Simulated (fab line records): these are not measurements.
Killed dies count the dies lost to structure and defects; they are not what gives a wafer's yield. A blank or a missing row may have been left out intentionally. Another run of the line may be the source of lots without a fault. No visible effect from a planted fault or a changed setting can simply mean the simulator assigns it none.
Which tool is to blame? | flow nand-harc | Sampling: 24 lots, 72 wafers, 4 of 1302 route steps

== WHAT EACH GAUGE READ, for each wafer ==
NHARC_A_CONTACT_INSPECT_71. Usual: raw-defect-count reads 90 (standard deviation 37).
lot  | measured     | on                | raw-defect-count | flag
L074 | day 20 22:05 | defect-inspect-01 | 92 110 81        |
L075 | day 21 06:49 | defect-inspect-02 | 77 81 67         |
L078 | day 22 00:17 | defect-inspect-01 | 115 125 119      |
L076 | day 21 23:47 | defect-inspect-02 | 102 99 82        |
L079 | day 23 06:35 | defect-inspect-01 | 116 100 94       |
L077 | day 23 04:37 | defect-inspect-01 | 106 118 118      |
L080 | day 23 09:48 | defect-inspect-02 | 106 124 107      |
L081 | day 24 09:22 | defect-inspect-01 | 123 128 133      |
L082 | day 24 16:16 | defect-inspect-02 | 95 95 83         |
L083 | day 25 02:07 | defect-inspect-02 | 75 84 87         |
L084 | day 25 05:53 | defect-inspect-02 | 122 114 100      |
L085 | day 25 10:25 | defect-inspect-01 | 91 90 78         |
L086 | day 26 00:28 | defect-inspect-01 | 46 45 34         |
L087 | day 26 05:40 | defect-inspect-02 | 123 141 97       |
L088 | day 26 12:39 | defect-inspect-02 | 21 22 29         |
L089 | day 26 14:26 | defect-inspect-02 | 157 152 163      |
L090 | day 26 21:47 | defect-inspect-02 | 24 27 33         |
L092 | day 28 04:22 | defect-inspect-01 | 83 86 62         |
L091 | day 28 06:51 | defect-inspect-02 | 105 97 101       |
L094 | day 29 08:12 | defect-inspect-01 | 154 188 155      |
L093 | day 29 08:29 | defect-inspect-02 | 28 45 37         |
L096 | day 29 21:59 | defect-inspect-02 | 39 46 35         |
L095 | day 30 01:13 | defect-inspect-02 | 61 68 61         |
L097 | day 30 09:31 | defect-inspect-01 | 106 119 83       |

== WHICH TOOL RAN EACH LOT (tool, then ch and the chambers of the sampled wafers, then the start) ==
lot  | NHARC_A_CONTACT_ETCH_115             | NHARC_A_CONTACT_STRIP_55                      | NHARC_A_CONTACT_DEP_57
L074 | har-cap-etch-03 ch 0,1, day 20 14:29 | rie-diel-07 ch 0,2,3, day 20 18:31 or earlier | acl-dep-02 ch 0, day 20 18:31
L075 | har-cap-etch-02 ch 0,1, day 20 20:43 | rie-diel-07 ch 0,3, day 21 03:50 or earlier   | acl-dep-03 ch 0, day 21 03:50
L078 | har-cap-etch-03 ch 0,1, day 21 16:01 | rie-diel-02 ch 1,2,3, day 21 20:18 or earlier | acl-dep-01 ch 0, day 21 20:18
L076 | har-cap-etch-01 ch 1, day 21 16:05   | rie-diel-02 ch 0,3, day 21 20:11 or earlier   | acl-dep-03 ch 0, day 21 20:11
L079 | har-cap-etch-03 ch 0, day 22 18:05   | rie-diel-02 ch 0,2,3, day 23 02:50 or earlier | acl-dep-02 ch 0, day 23 02:50
L077 | har-cap-etch-02 ch 0,1, day 22 18:49 | rie-diel-01 ch 0,2, day 23 01:34 or earlier   | acl-dep-03 ch 0, day 23 01:34
L080 | har-cap-etch-01 ch 0,1, day 23 02:19 | rie-diel-02 ch 1,3, day 23 05:49 or earlier   | acl-dep-03 ch 0, day 23 05:49
L081 | har-cap-etch-03 ch 0,1, day 24 00:53 | rie-diel-07 ch 0,3, day 24 05:15 or earlier   | acl-dep-02 ch 0, day 24 05:15
L082 | har-cap-etch-02 ch 0,1, day 24 06:48 | rie-diel-02 ch 0,2,3, day 24 12:43 or earlier | acl-dep-02 ch 0, day 24 12:43
L083 | har-cap-etch-03 ch 0,1, day 24 15:28 | rie-diel-02 ch 0,1,3, day 24 21:59 or earlier | acl-dep-03 ch 0, day 24 21:59
L084 | har-cap-etch-01 ch 0,1, day 24 19:49 | rie-diel-02 ch 0,1,2, day 25 01:53 or earlier | acl-dep-03 ch 0, day 25 01:53
L085 | har-cap-etch-02 ch 0,1, day 25 02:43 | rie-diel-02 ch 1,2, day 25 06:20 or earlier   | acl-dep-01 ch 0, day 25 06:20
L086 | har-cap-etch-01 ch 0,1, day 25 15:52 | rie-diel-02 ch 0,1,2, day 25 21:01 or earlier | acl-dep-02 ch 0, day 25 21:01
L087 | har-cap-etch-03 ch 0,1, day 25 18:56 | rie-diel-02 ch 1,2,3, day 26 01:34 or earlier | acl-dep-02 ch 0, day 26 01:34
L088 | har-cap-etch-02 ch 0,1, day 26 01:43 | rie-diel-02 ch 0,2, day 26 09:06 or earlier   | acl-dep-02 ch 0, day 26 09:06
L089 | har-cap-etch-01 ch 0,1, day 26 03:18 | rie-diel-07 ch 1,2, day 26 11:33 or earlier   | acl-dep-03 ch 0, day 26 11:33
L090 | har-cap-etch-03 ch 0,1, day 26 13:52 | rie-diel-02 ch 2,3, day 26 18:46 or earlier   | acl-dep-02 ch 0, day 26 18:46
L092 | har-cap-etch-03 ch 0,1, day 27 20:40 | rie-diel-07 ch 0,1, day 28 01:14 or earlier   | acl-dep-01 ch 0, day 28 01:14
L091 | har-cap-etch-01 ch 0,1, day 27 20:49 | rie-diel-02 ch 1,3, day 28 02:55 or earlier   | acl-dep-02 ch 0, day 28 02:55
L094 | har-cap-etch-03 ch 0,1, day 29 00:44 | rie-diel-02 ch 0,2,3, day 29 05:45 or earlier | acl-dep-01 ch 0, day 29 05:45
L093 | har-cap-etch-01 ch 0,1, day 29 00:51 | rie-diel-01 ch 0,1,3, day 29 04:55 or earlier | acl-dep-03 ch 0, day 29 04:55
L096 | har-cap-etch-01 ch 0,1, day 29 13:31 | rie-diel-07 ch 1,2,3, day 29 17:52 or earlier | acl-dep-01 ch 0, day 29 17:52
L095 | har-cap-etch-02 ch 0,1, day 29 15:00 | rie-diel-02 ch 1,3, day 29 21:38 or earlier   | acl-dep-03 ch 0, day 29 21:38
L097 | har-cap-etch-03 ch 0,1, day 30 01:29 | rie-diel-02 ch 0,2,3, day 30 05:25 or earlier | acl-dep-02 ch 0, day 30 05:25
- NHARC_A_CONTACT_ETCH_115: etches the open film in C4F8/O2/Ar, time 190 s, target depth 1850 nm.
- NHARC_A_CONTACT_STRIP_55: strips in O2.
- NHARC_A_CONTACT_DEP_57: deposits aC, target thk 5300 nm.

== AS READ BY THE TOOLS THEMSELVES (means over the sampled wafers that have a number; for cases with no such wafer, the mark the record gives instead) ==
NHARC_A_CONTACT_STRIP_55. Usual: drypump-motor-current-A 5.7 A, standard deviation 0.43; oes-product-au 0.998 a.u., standard deviation 0.0082; rf-vpp-V 57.5 V, standard deviation 0.89; showerhead-plenum-p-Torr 3.45 Torr, standard deviation 0.14; throttle-valve-pct 17.036 %, standard deviation 0.0092.
lot  | tool        | drypump-motor-current-A (A) | oes-product-au (a.u.) | rf-vpp-V (V) | showerhead-plenum-p-Torr (Torr) | throttle-valve-pct (%) | flag
L074 | rie-diel-07 | 5.2                         | 0.987                 | 58.1         | 3.54                            | 17.036                 |
L075 | rie-diel-07 | 4.7                         | 1.000                 | 57.3         | 3.46                            | 17.040                 |
L078 | rie-diel-02 | 5.9                         | 0.996                 | 57.5         | 3.41                            | 17.030                 |
L076 | rie-diel-02 | 5.8                         | 1.000                 | 56.8         | 3.33                            | 17.037                 |
L079 | rie-diel-02 | 5.7                         | 0.997                 | 57.3         | 3.36                            | 17.032                 |
L077 | rie-diel-01 | 5.2                         | 1.007                 | 57.8         | 3.52                            | 17.033                 |
L080 | rie-diel-02 | 6.1                         | 1.006                 | 58.6         | 3.41                            | 17.029                 |
L081 | rie-diel-07 | 4.8                         | 0.997                 | 57.2         | 3.53                            | 17.044                 |
L082 | rie-diel-02 | 5.7                         | 1.004                 | 57.3         | 3.36                            | 17.039                 |
L083 | rie-diel-02 | 5.9                         | 1.002                 | 56.8         | 3.37                            | 17.044                 |
L084 | rie-diel-02 | 5.8                         | 0.996                 | 57.7         | 3.36                            | 17.043                 |
L085 | rie-diel-02 | 5.7                         | 1.006                 | 57.8         | 3.39                            | 17.033                 |
L086 | rie-diel-02 | 5.8                         | 1.000                 | 57.1         | 3.35                            | 17.037                 |
L087 | rie-diel-02 | 5.8                         | 0.995                 | 57.0         | 3.40                            | 17.034                 |
L088 | rie-diel-02 | 5.5                         | 0.991                 | 58.1         | 3.34                            | 17.040                 |
L089 | rie-diel-07 | 5.8                         | 0.999                 | 58.1         | 3.69                            | 17.039                 |
L090 | rie-diel-02 | 5.6                         | 0.999                 | 57.3         | 3.39                            | 17.035                 |
L092 | rie-diel-07 | 5.4                         | 0.991                 | 58.2         | 3.69                            | 17.032                 |
L091 | rie-diel-02 | 6.1                         | 0.985                 | 58.9         | 3.40                            | 17.038                 |
L094 | rie-diel-02 | 5.7                         | 1.000                 | 57.3         | 3.35                            | 17.039                 |
L093 | rie-diel-01 | 5.4                         | 1.006                 | 58.3         | 3.60                            | 17.046                 |
L096 | rie-diel-07 | 5.5                         | 1.000                 | 58.2         | 3.55                            | 17.034                 |
L095 | rie-diel-02 | 6.1                         | 0.998                 | 58.2         | 3.40                            | 17.024                 |
L097 | rie-diel-02 | 5.7                         | 0.998                 | 57.1         | 3.35                            | 17.025                 |

NHARC_A_CONTACT_DEP_57. Usual: throttle-valve-pct reads 34.999 % (standard deviation 0.009).
lot  | tool       | throttle-valve-pct (%) | flag
L074 | acl-dep-02 | 34.999                 |
L075 | acl-dep-03 | 34.998                 |
L078 | acl-dep-01 | 35.000                 |
L076 | acl-dep-03 | 35.000                 |
L079 | acl-dep-02 | 35.003                 |
L077 | acl-dep-03 | 34.993                 |
L080 | acl-dep-03 | 34.993                 |
L081 | acl-dep-02 | 34.997                 |
L082 | acl-dep-02 | 35.000                 |
L083 | acl-dep-03 | 34.993                 |
L084 | acl-dep-03 | 35.003                 |
L085 | acl-dep-01 | 34.996                 |
L086 | acl-dep-02 | 35.007                 |
L087 | acl-dep-02 | 35.010                 |
L088 | acl-dep-02 | 35.002                 |
L089 | acl-dep-03 | 34.997                 |
L090 | acl-dep-02 | 34.988                 |
L092 | acl-dep-01 | 35.007                 |
L091 | acl-dep-02 | 34.995                 |
L094 | acl-dep-01 | 35.003                 |
L093 | acl-dep-03 | 35.003                 |
L096 | acl-dep-01 | 35.000                 |
L095 | acl-dep-03 | 35.002                 |
L097 | acl-dep-02 | 35.002                 |

== THE ANSWER, worked out from the rows above alone ==
Rule: a lot counts as off when the mean over its wafers that have a number is more than 3 standard deviations away from the usual mean. A lot without any number at a reading at which 4 lots or more have one is off too. Where the step has rows for the other lots, those lots are counted as sound. The gauges are gone through in route order, then the tools' own readings, and for those a lot's mean is taken as printed above. At the first step where some lot is off, the reading lying furthest off is the one used; lots without a number count as furthest.
Nothing can be told from this: no lot is off at any reading shown.

== WHAT THE SIMULATOR HAD PUT IN ==
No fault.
